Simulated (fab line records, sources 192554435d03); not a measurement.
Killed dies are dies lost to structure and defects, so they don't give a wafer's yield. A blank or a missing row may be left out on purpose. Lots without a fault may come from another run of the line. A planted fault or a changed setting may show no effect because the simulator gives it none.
Chamber matching | flow n5_finfet | N5_MOL_CONTACT_COAG_ETCH_124 on rie_diel-04: 4 sister chambers
The step etches SiNx in CH3F/O2, stops on SiOC, target depth 6.5 nm. 4 wafers are shown with their chamber, then 11 later ones without.

WAFERS WITH THEIR CHAMBER
wafer  | chamber | drypump_motor_current_A (A)
L085.4 | 1       | 6.2
L088.4 | 2       | 5.5
L089.2 | 3       | 5.5
L090.2 | 0       | 6.2

WAFERS WITHOUT THEIR CHAMBER
wafer  | drypump_motor_current_A (A)
L090.3 | 5.6
L090.6 | 5.5
L094.1 | 5.5
L094.2 | 6.2
L094.3 | 5.5
L095.4 | 6.2
L095.5 | 6.2
L095.6 | 6.2
L097.1 | 6.2
L097.2 | 5.6
L097.5 | 5.5

WHICH CHAMBER EACH WENT THROUGH
wafer  | from the rows above     | in truth
L090.3 | can't be placed: 2 or 3 | 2
L090.6 | can't be placed: 2 or 3 | 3
L094.1 | can't be placed: 2 or 3 | 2
L094.2 | can't be placed: 0 or 1 | 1
L094.3 | can't be placed: 2 or 3 | 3
L095.4 | can't be placed: 0 or 1 | 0
L095.5 | can't be placed: 0 or 1 | 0
L095.6 | can't be placed: 0 or 1 | 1
L097.1 | can't be placed: 0 or 1 | 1
L097.2 | can't be placed: 2 or 3 | 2
L097.5 | can't be placed: 2 or 3 | 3
Placed correctly: 0 of 11. Can't be placed from these rows: 11 (the true chamber is among the candidates in 11). Placed wrongly: 0.
How it was worked out, from the rows above alone: a wafer's distance from a chamber is the root of the sum, over the readings, of the square of ((its reading less the chamber's mean) divided by the reading's scatter). The wafer belongs to the nearest chamber; if the next one is less than 2 further off, it can't be placed. A chamber's mean is the mean of its shown wafers. The scatter: with one shown wafer a chamber, the root of the mean of the squares of how far each hidden wafer lies from its nearest shown one.
